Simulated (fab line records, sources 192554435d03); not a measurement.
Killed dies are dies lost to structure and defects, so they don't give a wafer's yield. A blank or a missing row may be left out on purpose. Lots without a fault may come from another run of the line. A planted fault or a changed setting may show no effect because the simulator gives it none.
Chamber matching | flow n5_finfet | N5_BEOL_M3_ETCH_70 on rie_diel-02: 4 sister chambers
The step etches SOC in N2/H2, target depth 80 nm, overetch 16 nm, time 120 s. 18 wafers are shown with their chamber, then 9 later ones without.

WAFERS WITH THEIR CHAMBER
wafer  | chamber | throttle_valve_pct (%) | drypump_motor_current_A (A) | showerhead_plenum_p_Torr (Torr)
L075.1 | 3       | 17.69                  | 5.8                         | 2.63
L075.2 | 2       | 17.98                  | 5.2                         | 2.54
L075.4 | 0       | 17.13                  | 5.9                         | 2.70
L077.1 | 3       | 17.70                  | 5.8                         | 2.63
L077.5 | 0       | 17.16                  | 5.9                         | 2.70
L077.6 | 3       | 17.69                  | 5.7                         | 2.63
L080.2 | 2       | 18.00                  | 5.2                         | 2.54
L080.5 | 1       | 17.55                  | 5.4                         | 2.59
L080.6 | 2       | 17.99                  | 5.2                         | 2.54
L081.1 | 0       | 17.16                  | 5.9                         | 2.69
L081.2 | 1       | 17.56                  | 5.4                         | 2.59
L081.6 | 1       | 17.55                  | 5.4                         | 2.59
L082.2 | 3       | 17.70                  | 5.8                         | 2.63
L082.5 | 1       | 17.55                  | 5.4                         | 2.58
L082.6 | 2       | 18.01                  | 5.2                         | 2.54
L085.3 | 2       | 18.01                  | 5.2                         | 2.54
L085.4 | 3       | 17.71                  | 5.8                         | 2.63
L085.5 | 2       | 18.00                  | 5.2                         | 2.54

SIGNATURES (means of the wafers above)
reading                  | chamber 0 | chamber 1 | chamber 2 | chamber 3 | scatter within a chamber
throttle_valve_pct       | 17.1500   | 17.5525   | 17.9983   | 17.6980   | 0.0108
drypump_motor_current_A  | 5.900     | 5.400     | 5.200     | 5.780     | 0.0239
showerhead_plenum_p_Torr | 2.6967    | 2.5875    | 2.5400    | 2.6300    | 0.00318
Rule: a wafer's distance from a chamber is the root of the sum, over the readings, of the square of ((its reading less the chamber's mean) divided by the reading's scatter). The wafer belongs to the nearest chamber; if the next one is less than 2 further off, it can't be placed. The scatter: the root of (the sum of the squares of (reading less its chamber's mean) over the shown wafers, divided by (wafers less chambers)).

WAFERS WITHOUT THEIR CHAMBER
wafer  | throttle_valve_pct (%) | drypump_motor_current_A (A) | showerhead_plenum_p_Torr (Torr)
L087.3 | 18.00                  | 5.2                         | 2.54
L087.5 | 17.71                  | 5.8                         | 2.63
L087.6 | 17.19                  | 5.9                         | 2.69
L089.1 | 17.56                  | 5.4                         | 2.58
L089.3 | 18.01                  | 5.2                         | 2.53
L089.6 | 17.57                  | 5.4                         | 2.58
L095.1 | 18.02                  | 5.2                         | 2.53
L095.4 | 17.58                  | 5.5                         | 2.58
L095.6 | 18.03                  | 5.2                         | 2.53

WHICH CHAMBER EACH WENT THROUGH
wafer  | from the rows above | in truth
L087.3 | 2                   | 2
L087.5 | 3                   | 3
L087.6 | 0                   | 0
L089.1 | 1                   | 1
L089.3 | 2                   | 2
L089.6 | 1                   | 1
L095.1 | 2                   | 2
L095.4 | 1                   | 1
L095.6 | 2                   | 2
Placed correctly: 9 of 9. Can't be placed from these rows: 0. Placed wrongly: 0.
